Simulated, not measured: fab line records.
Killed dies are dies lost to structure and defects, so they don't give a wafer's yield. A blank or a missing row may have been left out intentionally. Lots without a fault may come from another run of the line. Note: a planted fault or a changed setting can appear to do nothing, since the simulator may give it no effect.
fab line records	flow nand_harc
[record] lots = 24	wafers = 72	last_day = 34
route steps=1302 shown A_WL_FILL@982 A_CONTACT@1020
lots untouched by any fault: they come from a run of this same line in which no faults occurred
start_h: start of the lot's first displayed wafer, in hours after the record's first day	wait_h: hours from the lot's prior step to this one	" the same as in the row above	L1.1+2: a single row standing in for several wafers	- either no value or no given start	* or withheld: withheld	< > ~ a bound
route shown NAME@n: NAME is a module with steps in the file, n the number in the route of the first one	usual: mean and standard deviation over wafers with no fault	same: alike in all rows	chamber/n: place in a boat	sites: per-site readings	_std_site: how widely they spread, as a standard deviation	_edge_site: outer sites' mean less inner sites'	radius_mm: for every site, how far away it sits from the centre of the wafer	mask NAME#n: copy n	behind: the most recent tool/chamber to have shaped the wafer	hold: the reason the lot was held/the length of the hold in hours/how it ended	device: whichever transistor did not switch (one of n, p or np)	end of line: the tests these same wafers got at the end of their route	a step with no rows: only its recipe	killed: at the first sort, the dies lost to defects and structure; wafer yield is something else	map: a wafer's dies, x killed, . not, _ none there
set.NAME: the run value of the setting; set.NAME@STEP: its run value at that earlier step	model.NAME: the simulator's own value behind a step, which no gauge read
one table for each step of the route and one row for each wafer, over a sample of lots
services: the hour from which a tool's chamber was out of use, counted from the record's first day as start_h (under 0 if before that day), plus the number of hours and why
[[steps]]
[step NHARC_A_WL_FILL_INSPECT_15]
[usual] raw_defect_count = 455/120
lot.wafer	tool	chamber	start_h	wait_h	raw_defect_count
L074.1	defect_inspect-02	-	494.68	0.0	533
L074.3	"	-	"	"	489
L074.5	"	-	"	"	708
L075.1	defect_inspect-01	-	494.73	0.0	687
L075.3	"	-	"	"	393
L075.4	"	-	"	"	402
L076.1	defect_inspect-01	-	504.63	0.0	321
L076.4	"	-	"	"	290
L076.6	"	-	"	"	379
L078.3	defect_inspect-01	-	514.76	0.0	458
L078.4	"	-	"	"	480
L078.6	"	-	"	"	579
L079.1	defect_inspect-02	-	522.61	0.0	261
L079.4	"	-	"	"	365
L079.5	"	-	"	"	335
L077.3	defect_inspect-01	-	522.68	0.0	309
L077.5	"	-	"	"	408
L077.6	"	-	"	"	360
L080.2	defect_inspect-02	-	545.20	0.0	493
L080.4	"	-	"	"	574
L080.6	"	-	"	"	569
L081.3	defect_inspect-01	-	552.40	0.0	322
L081.4	"	-	"	"	514
L081.5	"	-	"	"	378
L082.3	defect_inspect-02	-	560.75	0.0	498
L082.5	"	-	"	"	437
L082.6	"	-	"	"	381
L083.1	defect_inspect-02	-	564.82	0.0	756
L083.2	"	-	"	"	582
L083.3	"	-	"	"	703
L084.2	defect_inspect-01	-	576.97	0.0	360
L084.3	"	-	"	"	358
L084.6	"	-	"	"	294
L085.4	defect_inspect-02	-	591.26	0.0	512
L085.5	"	-	"	"	400
L085.6	"	-	"	"	440
L086.2	defect_inspect-01	-	600.11	0.0	360
L086.5	"	-	"	"	386
L086.6	"	-	"	"	373
L087.2	defect_inspect-01	-	617.88	0.0	704
L087.3	"	-	"	"	710
L087.6	"	-	"	"	835
L088.3	defect_inspect-01	-	628.53	0.0	483
L088.4	"	-	"	"	439
L088.6	"	-	"	"	467
L089.3	defect_inspect-01	-	635.72	0.0	465
L089.4	"	-	"	"	399
L089.5	"	-	"	"	417
L091.1	defect_inspect-01	-	652.77	0.0	319
L091.4	"	-	"	"	338
L091.6	"	-	"	"	616
L090.2	defect_inspect-01	-	652.91	0.0	465
L090.3	"	-	"	"	427
L090.6	"	-	"	"	431
L093.2	defect_inspect-02	-	660.93	0.0	569
L093.3	"	-	"	"	754
L093.4	"	-	"	"	519
L092.3	defect_inspect-02	-	661.07	0.0	414
L092.4	"	-	"	"	338
L092.5	"	-	"	"	468
L094.4	defect_inspect-02	-	672.97	0.0	412
L094.5	"	-	"	"	369
L094.6	"	-	"	"	383
L096.1	defect_inspect-01	-	698.17	0.0	468
L096.4	"	-	"	"	336
L096.5	"	-	"	"	316
L095.2	defect_inspect-02	-	698.31	0.0	655
L095.4	"	-	"	"	552
L095.5	"	-	"	"	539
L097.1	defect_inspect-02	-	722.87	0.0	444
L097.3	"	-	"	"	494
L097.5	"	-	"	"	491
[step NHARC_A_CONTACT_CD_MEAS_53]
[usual] cd_nm = 289.6/0.69
lot.wafer	tool	chamber	start_h	wait_h	cd_nm
L074.1	cd_sem-03	-	505.52	-	288.5
L074.3	"	-	"	"	289.2
L074.5	"	-	"	"	289.0
L075.1	cd_sem-03	-	506.88	-	290.6
L075.3	"	-	"	"	290.4
L075.4	"	-	"	"	290.6
L076.1	cd_sem-01	-	516.33	-	289.4
L076.4	"	-	"	"	290.0
L076.6	"	-	"	"	289.8
L078.3	cd_sem-03	-	525.67	-	291.1
L078.4	"	-	"	"	290.4
L078.6	"	-	"	"	290.2
L077.3	cd_sem-01	-	533.99	-	290.0
L077.5	"	-	"	"	289.5
L077.6	"	-	"	"	290.2
L079.1	cd_sem-02	-	534.76	-	289.4
L079.4	"	-	"	"	289.9
L079.5	"	-	"	"	289.0
L080.2	cd_sem-03	-	556.00	-	288.4
L080.4	"	-	"	"	288.0
L080.6	"	-	"	"	288.5
L081.3	cd_sem-02	-	563.29	-	290.0
L081.4	"	-	"	"	289.0
L081.5	"	-	"	"	289.8
L082.3	cd_sem-02	-	573.38	-	289.6
L082.5	"	-	"	"	290.0
L082.6	"	-	"	"	289.4
L083.1	cd_sem-03	-	578.56	-	289.1
L083.2	"	-	"	"	288.6
L083.3	"	-	"	"	289.1
L084.2	cd_sem-03	-	587.92	-	289.6
L084.3	"	-	"	"	290.7
L084.6	"	-	"	"	289.6
L085.4	cd_sem-01	-	606.14	-	289.8
L085.5	"	-	"	"	289.6
L085.6	"	-	"	"	290.6
L086.2	cd_sem-01	-	611.42	-	290.0
L086.5	"	-	"	"	290.3
L086.6	"	-	"	"	290.3
L087.2	cd_sem-01	-	631.94	-	288.2
L087.3	"	-	"	"	288.5
L087.6	"	-	"	"	288.0
L088.3	cd_sem-02	-	640.34	-	290.2
L088.4	"	-	"	"	289.9
L088.6	"	-	"	"	289.9
L089.3	cd_sem-02	-	648.23	-	289.1
L089.4	"	-	"	"	289.2
L089.5	"	-	"	"	289.3
L090.2	cd_sem-01	-	663.98	-	289.8
L090.3	"	-	"	"	290.4
L090.6	"	-	"	"	290.4
L091.1	cd_sem-02	-	664.14	-	290.2
L091.4	"	-	"	"	290.7
L091.6	"	-	"	"	289.5
L093.2	cd_sem-01	-	674.81	0.1	289.7
L093.3	"	-	"	"	289.8
L093.4	"	-	"	"	289.5
L092.3	cd_sem-02	-	675.18	0.1	289.4
L092.4	"	-	"	"	289.0
L092.5	"	-	"	"	289.2
L094.4	cd_sem-02	-	685.18	-	290.7
L094.5	"	-	"	"	290.4
L094.6	"	-	"	"	290.3
L096.1	cd_sem-02	-	709.03	-	289.9
L096.4	"	-	"	"	288.5
L096.5	"	-	"	"	289.8
L095.2	cd_sem-03	-	709.93	-	290.0
L095.4	"	-	"	"	289.7
L095.5	"	-	"	"	290.4
L097.1	cd_sem-02	-	734.33	-	290.1
L097.3	"	-	"	"	290.0
L097.5	"	-	"	"	290.0
[step NHARC_A_CONTACT_OVL_MEAS_70]
[usual] overlay_x_nm = -0.1/0.79	overlay_y_nm = 0.0/0.76
lot.wafer	tool	chamber	start_h	wait_h	overlay_x_nm	overlay_y_nm
L074.1	overlay-02	-	512.52	-	-0.6	1.3
L074.3	"	-	"	"	-0.2	1.5
L074.5	"	-	"	"	-0.7	1.4
L075.1	overlay-02	-	513.98	-	-1.7	-0.1
L075.3	"	-	"	"	-1.4	0.7
L075.4	"	-	"	"	-1.6	-0.1
L076.1	overlay-02	-	522.45	-	0.3	-0.4
L076.4	"	-	"	"	-0.3	-0.7
L076.6	"	-	"	"	0.0	-1.1
L078.3	overlay-02	-	532.34	-	-0.4	1.5
L078.4	"	-	"	"	0.1	1.8
L078.6	"	-	"	"	-0.5	1.4
L077.3	overlay-02	-	540.03	-	-0.9	-0.8
L077.5	"	-	"	"	-0.9	-0.2
L077.6	"	-	"	"	-1.0	-0.3
L079.1	overlay-02	-	540.93	-	0.7	0.7
L079.4	"	-	"	"	0.3	-0.4
L079.5	"	-	"	"	0.6	0.7
L080.2	overlay-01	-	565.05	-	0.6	-0.1
L080.4	"	-	"	"	0.7	0.3
L080.6	"	-	"	"	0.4	-0.2
L081.3	overlay-01	-	572.55	-	-0.2	0.4
L081.4	"	-	"	"	0.1	0.8
L081.5	"	-	"	"	-0.2	0.9
L082.3	overlay-01	-	578.46	-	-0.5	-0.6
L082.5	"	-	"	"	-1.2	-0.3
L082.6	"	-	"	"	-0.7	-0.4
L083.1	overlay-02	-	585.99	-	0.3	-0.3
L083.2	"	-	"	"	0.0	-0.7
L083.3	"	-	"	"	0.3	-1.0
L084.2	overlay-02	-	592.77	-	-0.5	-0.9
L084.3	"	-	"	"	-0.6	-0.3
L084.6	"	-	"	"	-0.5	0.5
L085.4	overlay-01	-	611.06	-	-0.7	-0.8
L085.5	"	-	"	"	-0.5	-1.2
L085.6	"	-	"	"	-0.2	-0.8
L086.2	overlay-02	-	620.85	-	1.0	-1.6
L086.5	"	-	"	"	0.5	-1.4
L086.6	"	-	"	"	0.9	-1.2
L087.2	overlay-02	-	636.85	-	-1.3	0.4
L087.3	"	-	"	"	-1.1	0.1
L087.6	"	-	"	"	-0.9	-0.3
L088.3	overlay-02	-	645.22	-	0.6	0.2
L088.4	"	-	"	"	-0.1	0.7
L088.6	"	-	"	"	0.0	0.7
L089.3	overlay-02	-	654.09	-	-0.6	0.2
L089.4	"	-	"	"	-0.4	0.2
L089.5	"	-	"	"	-0.5	0.3
L090.2	overlay-02	-	670.37	-	1.6	0.4
L090.3	"	-	"	"	1.0	0.3
L090.6	"	-	"	"	1.6	0.5
L091.1	overlay-02	-	671.63	-	0.4	0.7
L091.4	"	-	"	"	0.8	-0.3
L091.6	"	-	"	"	0.6	0.5
L093.2	overlay-02	-	681.88	-	-0.5	0.3
L093.3	"	-	"	"	-1.0	0.2
L093.4	"	-	"	"	-1.3	0.8
L092.3	overlay-01	-	682.03	-	0.9	-1.1
L092.4	"	-	"	"	0.6	-0.6
L092.5	"	-	"	"	1.2	-0.8
L094.4	overlay-01	-	691.34	-	0.4	-0.8
L094.5	"	-	"	"	1.2	-1.5
L094.6	"	-	"	"	0.6	-0.4
L096.1	overlay-01	-	714.00	-	-1.3	-0.3
L096.4	"	-	"	"	-0.6	-0.4
L096.5	"	-	"	"	-1.1	0.1
L095.2	overlay-02	-	716.42	-	0.8	0.1
L095.4	"	-	"	"	0.8	-0.1
L095.5	"	-	"	"	1.2	-1.0
L097.1	overlay-01	-	741.16	-	-0.3	0.2
L097.3	"	-	"	"	0.1	0.2
L097.5	"	-	"	"	-0.1	-0.1
[step NHARC_A_CONTACT_ETCH_76]
[recipe] target_depth_a = 2600	over_etch_frac = 0.3	time_s = 475.3	ion_energy_ev = 200	n2_flow_sccm = 150	h2_flow_sccm = 150	ar_flow_sccm = 0	rf_w = 400	bias_w = 150	chemistry = N2/H2
[usual] drypump_motor_current_A = 5.8/0.44	oes_product_au = 0.999/0.0098	rf_vpp_V = 430.7/2.8	showerhead_plenum_p_Torr = 2.05/0.099	throttle_valve_pct = 14.171/0.0085
lot.wafer	tool	chamber	start_h	wait_h	drypump_motor_current_A	oes_product_au	rf_hours_counter_h	rf_vpp_V	showerhead_plenum_p_Torr	throttle_valve_pct
L074.1	rie_diel-02	1	-	-	5.1	1.001	33	430.9	2.03	14.181
L074.3	"	0	"	"	6.6	0.993	36	432.3	2.09	14.163
L074.5	"	1	"	"	5.1	0.991	-	430.4	2.03	14.184
L075.3	rie_diel-08	2	-	-	5.3	1.008	25	429.2	2.03	14.169
L075.4	"	0	"	"	6.4	1.009	21	436.9	2.21	14.164
L075.1	"	1	"	"	6.0	0.994	27	428.3	1.99	14.179
L076.1	rie_diel-08	1	-	-	5.9	1.005	29	427.7	1.99	14.162
L076.4	"	2	"	"	5.3	1.000	27	432.1	2.03	14.174
L076.6	"	0	"	"	6.4	1.009	-	433.5	2.21	14.180
L078.4	rie_diel-08	2	-	-	5.3	1.000	29	429.4	2.03	14.176
L078.3	"	0	"	"	6.4	1.000	25	435.2	2.21	14.172
L078.6	"	2	"	"	5.3	1.000	-	429.8	2.03	14.183
L077.3	rie_diel-08	1	-	-	5.9	0.999	33	428.7	1.99	14.188
L077.5	"	0	"	"	6.4	1.005	-	434.8	2.21	14.168
L077.6	"	1	"	"	5.9	0.998	-	429.5	1.99	14.172
L079.4	rie_diel-02	1	-	-	5.1	1.000	44	430.4	2.02	14.169
L079.1	"	2	"	"	5.5	0.998	44	430.0	2.04	14.172
L079.5	"	3	"	"	5.6	1.019	-	432.2	2.09	14.184
L080.4	rie_diel-08	0	-	-	6.4	1.016	1	435.2	2.21	14.171
L080.2	"	1	"	"	5.9	0.998	1	430.6	1.99	14.171
L080.6	"	3	"	"	5.8	1.002	-	427.1	1.91	14.171
L081.3	rie_diel-08	2	-	-	5.3	0.990	2	430.2	2.03	14.168
L081.4	"	3	"	"	5.8	0.996	2	426.8	1.91	14.158
L081.5	"	0	"	"	6.4	1.005	-	434.4	2.21	14.155
L082.3	rie_diel-04	0	-	-	5.3	1.017	10	429.4	1.98	14.176
L082.5	"	3	"	"	6.1	0.991	-	432.4	2.15	14.175
L082.6	"	0	"	"	5.3	1.014	-	429.6	1.98	14.194
L083.2	rie_diel-04	2	-	-	6.3	0.973	12	435.5	2.19	14.164
L083.1	"	3	"	"	6.1	0.987	13	433.0	2.15	14.176
L083.3	"	1	"	"	6.0	0.993	12	434.4	2.19	14.179
L084.3	rie_diel-08	2	-	-	5.3	0.991	6	430.1	2.03	14.154
L084.2	"	0	"	"	6.4	1.011	5	433.7	2.21	14.174
L084.6	"	2	"	"	5.3	0.985	-	428.9	2.03	14.167
L085.4	rie_diel-08	3	-	-	5.8	0.990	8	426.1	1.91	14.166
L085.5	"	3	"	"	5.8	0.988	-	427.8	1.91	14.166
L085.6	"	0	"	"	6.4	1.001	-	433.9	2.20	14.170
L086.2	rie_diel-04	1	-	-	6.0	0.998	26	434.7	2.19	14.161
L086.5	"	3	"	"	6.1	1.004	-	434.4	2.14	14.159
L086.6	"	0	"	"	5.3	1.020	-	427.6	1.97	14.178
L087.2	rie_diel-02	1	-	-	5.0	0.989	19	430.2	2.01	14.167
L087.3	"	2	"	"	5.5	0.998	19	429.3	2.03	14.175
L087.6	"	1	"	"	5.1	1.000	-	430.5	2.01	14.176
L088.3	rie_diel-08	1	-	-	5.9	0.991	14	427.3	1.98	14.171
L088.4	"	2	"	"	5.3	0.990	14	431.7	2.03	14.171
L088.6	"	3	"	"	5.8	1.000	-	427.4	1.90	14.184
L089.3	rie_diel-08	3	-	-	5.8	0.995	14	425.7	1.90	14.178
L089.5	"	2	"	"	5.3	0.991	-	430.5	2.03	14.163
L089.4	"	3	"	"	5.8	1.003	-	425.7	1.90	14.176
L090.2	rie_diel-04	0	-	-	5.4	1.006	40	428.9	1.97	14.174
L090.3	"	1	"	"	6.0	0.993	43	433.8	2.18	14.183
L090.6	"	3	"	"	6.1	0.992	-	433.6	2.14	14.188
L091.1	rie_diel-02	2	-	-	5.5	0.989	33	430.7	2.02	14.172
L091.4	"	1	"	"	5.0	0.991	32	429.4	2.01	14.162
L091.6	"	2	"	"	5.5	1.001	-	428.6	2.02	14.173
L093.2	rie_diel-08	3	682.24	0.1	5.8	1.008	22	425.9	1.90	14.189
L093.3	"	1	"	"	5.9	1.003	18	430.2	1.98	14.165
L093.4	"	3	"	"	5.8	1.006	-	426.6	1.90	14.163
L092.4	rie_diel-04	0	-	-	5.3	1.018	45	429.1	1.97	14.189
L092.3	"	2	"	"	6.3	0.999	47	433.0	2.18	14.160
L092.5	"	3	"	"	6.1	0.997	-	431.3	2.14	14.166
L094.4	rie_diel-02	0	-	-	6.7	0.992	36	430.8	2.07	14.161
L094.5	"	0	"	"	6.7	1.001	-	430.3	2.07	14.165
L094.6	"	1	"	"	5.1	0.992	-	429.8	2.01	14.160
L096.1	rie_diel-08	3	-	-	5.8	1.005	27	426.0	1.90	14.169
L096.4	"	0	"	"	6.4	1.011	18	434.3	2.20	14.167
L096.5	"	3	"	"	5.8	1.008	-	426.4	1.90	14.168
L095.2	rie_diel-08	1	-	-	5.9	1.002	24	428.1	1.98	14.172
L095.4	"	2	"	"	5.3	0.975	29	429.8	2.02	14.173
L095.5	"	1	"	"	5.9	1.004	-	428.4	1.98	14.173
L097.3	rie_diel-08	1	-	-	5.9	0.998	0	428.4	1.98	14.178
L097.1	"	3	"	"	5.8	1.000	0	426.7	1.90	14.186
L097.5	"	1	"	"	5.9	1.004	-	428.3	1.98	14.165
[step NHARC_A_CONTACT_ETCH_129]
[recipe] source_w = withheld	pressure_mtorr = 20	bias_v = 3000	time_s = 197	target_depth_a = 19180	ar_flow_sccm = withheld	c4f8_flow_sccm = withheld	o2_flow_sccm = withheld	chemistry = C4F8/O2/Ar
lot.wafer	tool	chamber	start_h	wait_h	rf_hours_counter_h
L074.1	har_cap_etch-03	1	515.09	0.1	50
L074.3	"	1	"	"	-
L074.5	"	1	"	"	-
L075.1	har_cap_etch-01	0	516.55	0.1	1
L075.3	"	1	"	"	-
L075.4	"	0	"	"	-
L076.1	har_cap_etch-01	0	525.03	0.1	3
L076.4	"	0	"	"	-
L076.6	"	0	"	"	-
L078.4	har_cap_etch-03	0	534.94	0.1	-
L078.3	"	1	"	"	-
L078.6	"	1	"	"	-
L077.3	har_cap_etch-02	1	542.95	0.2	-
L077.5	"	1	"	"	-
L077.6	"	0	"	"	-
L079.1	har_cap_etch-03	0	543.62	0.1	57
L079.4	"	1	"	"	-
L079.5	"	1	"	"	-
L080.2	har_cap_etch-02	1	567.63	0.1	94
L080.4	"	0	"	"	-
L080.6	"	1	"	"	-
L081.4	har_cap_etch-01	0	575.33	0.1	-
L081.3	"	1	"	"	-
L081.5	"	1	"	"	-
L082.3	har_cap_etch-02	1	581.62	0.1	-
L082.5	"	0	"	"	-
L082.6	"	1	"	"	-
L083.2	har_cap_etch-02	0	588.53	0.1	99
L083.1	"	1	"	"	99
L083.3	"	1	"	"	-
L084.2	har_cap_etch-03	0	595.34	0.1	67
L084.3	"	0	"	"	-
L084.6	"	0	"	"	-
L085.4	har_cap_etch-03	1	613.71	0.1	-
L085.5	"	1	"	"	-
L085.6	"	0	"	"	-
L086.2	har_cap_etch-01	0	623.78	0.1	20
L086.6	"	1	"	"	-
L086.5	"	0	"	"	-
L087.2	har_cap_etch-03	0	639.42	0.1	75
L087.3	"	1	"	"	-
L087.6	"	1	"	"	-
L088.3	har_cap_etch-02	1	648.13	0.2	-
L088.4	"	0	"	"	-
L088.6	"	0	"	"	-
L089.3	har_cap_etch-02	1	657.01	0.1	-
L089.4	"	0	"	"	-
L089.5	"	1	"	"	-
L090.2	har_cap_etch-02	0	673.28	0.2	113
L090.3	"	0	"	"	-
L090.6	"	0	"	"	-
L091.1	har_cap_etch-03	0	674.94	0.1	82
L091.4	"	1	"	"	-
L091.6	"	1	"	"	-
L092.4	har_cap_etch-02	0	684.64	0.1	-
L092.3	"	1	"	"	-
L092.5	"	1	"	"	-
L093.2	har_cap_etch-03	1	685.12	0.2	84
L093.3	"	0	"	"	-
L093.4	"	1	"	"	-
L094.4	har_cap_etch-03	1	694.09	0.1	-
L094.5	"	1	"	"	-
L094.6	"	0	"	"	-
L096.1	har_cap_etch-01	1	716.60	0.1	37
L096.4	"	1	"	"	-
L096.5	"	1	"	"	-
L095.2	har_cap_etch-03	1	718.97	0.1	90
L095.4	"	0	"	"	-
L095.5	"	1	"	"	-
L097.1	har_cap_etch-01	0	743.71	0.1	40
L097.3	"	0	"	"	-
L097.5	"	0	"	"	-
[step NHARC_A_CONTACT_ETCH_132]
[recipe] source_w = withheld	pressure_mtorr = 20	bias_v = 3000	time_s = 197	target_depth_a = 19240	ar_flow_sccm = withheld	c4f8_flow_sccm = withheld	o2_flow_sccm = withheld	chemistry = C4F8/O2/Ar
lot.wafer	tool	chamber	start_h	wait_h	rf_hours_counter_h
L074.1	har_cap_etch-03	1	515.62	0.1	51
L074.3	"	1	"	"	-
L074.5	"	1	"	"	-
L075.1	har_cap_etch-01	0	517.08	0.1	1
L075.3	"	1	"	"	-
L075.4	"	0	"	"	-
L076.1	har_cap_etch-01	0	525.56	0.1	3
L076.4	"	0	"	"	-
L076.6	"	0	"	"	-
L078.4	har_cap_etch-03	0	535.47	0.1	-
L078.3	"	1	"	"	-
L078.6	"	1	"	"	-
L077.3	har_cap_etch-02	1	543.66	0.2	-
L077.5	"	1	"	"	-
L077.6	"	0	"	"	-
L079.1	har_cap_etch-03	0	544.15	0.1	57
L079.4	"	1	"	"	-
L079.5	"	1	"	"	-
L080.2	har_cap_etch-02	1	568.15	0.1	95
L080.4	"	0	"	"	-
L080.6	"	1	"	"	-
L081.4	har_cap_etch-01	0	575.86	0.1	-
L081.3	"	1	"	"	-
L081.5	"	1	"	"	-
L082.3	har_cap_etch-02	1	582.14	0.1	-
L082.5	"	0	"	"	-
L082.6	"	1	"	"	-
L083.2	har_cap_etch-02	0	589.06	0.1	100
L083.1	"	1	"	"	100
L083.3	"	1	"	"	-
L084.2	har_cap_etch-03	0	595.87	0.1	68
L084.3	"	0	"	"	-
L084.6	"	0	"	"	-
L085.4	har_cap_etch-03	1	614.23	0.1	-
L085.5	"	1	"	"	-
L085.6	"	0	"	"	-
L086.2	har_cap_etch-01	0	624.31	0.1	20
L086.6	"	1	"	"	-
L086.5	"	0	"	"	-
L087.2	har_cap_etch-03	0	639.95	0.1	75
L087.3	"	1	"	"	-
L087.6	"	1	"	"	-
L088.3	har_cap_etch-02	1	648.83	0.2	-
L088.4	"	0	"	"	-
L088.6	"	0	"	"	-
L089.3	har_cap_etch-02	1	657.54	0.1	-
L089.4	"	0	"	"	-
L089.5	"	1	"	"	-
L090.2	har_cap_etch-02	0	673.99	0.2	114
L090.3	"	0	"	"	-
L090.6	"	0	"	"	-
L091.1	har_cap_etch-03	0	675.46	0.1	83
L091.4	"	1	"	"	-
L091.6	"	1	"	"	-
L092.4	har_cap_etch-02	0	685.16	0.1	-
L092.3	"	1	"	"	-
L092.5	"	1	"	"	-
L093.2	har_cap_etch-03	1	685.82	0.2	85
L093.3	"	0	"	"	-
L093.4	"	1	"	"	-
L094.4	har_cap_etch-03	1	694.61	0.1	-
L094.5	"	1	"	"	-
L094.6	"	0	"	"	-
L096.1	har_cap_etch-01	1	717.13	0.1	38
L096.4	"	1	"	"	-
L096.5	"	1	"	"	-
L095.2	har_cap_etch-03	1	719.51	0.1	90
L095.4	"	0	"	"	-
L095.5	"	1	"	"	-
L097.1	har_cap_etch-01	0	744.24	0.1	41
L097.3	"	0	"	"	-
L097.5	"	0	"	"	-
[[services]]
tool	chamber	start_h	hours	kind
rie_diel-08	-	498.20	0.6	repair
har_cap_etch-01	-	498.26	17.0	pm
rie_diel-08	0	500.11	-	clean
rie_diel-08	1	500.11	-	clean
rie_diel-08	2	500.11	-	clean
rie_diel-08	3	500.11	-	clean
rie_diel-08	0	524.61	-	clean
rie_diel-08	1	524.61	-	clean
rie_diel-08	2	524.61	-	clean
rie_diel-08	3	524.61	-	clean
har_cap_etch-02	-	535.22	0.4	repair
rie_diel-04	-	536.33	9.0	pm
rie_diel-08	-	545.53	9.0	pm
rie_diel-02	-	574.52	9.0	pm
rie_diel-08	0	646.93	37.9	repair
rie_diel-08	1	666.00	16.1	repair
rie_diel-04	3	673.68	6.7	repair
rie_diel-08	-	709.20	1.4	repair
rie_diel-04	-	711.55	0.3	repair
rie_diel-04	-	713.38	9.0	pm
rie_diel-02	0	716.50	3.6	repair
rie_diel-02	3	717.51	2.5	repair
rie_diel-08	-	722.84	9.0	pm
rie_diel-04	0	743.17	2.8	repair
[[key]]
fault none
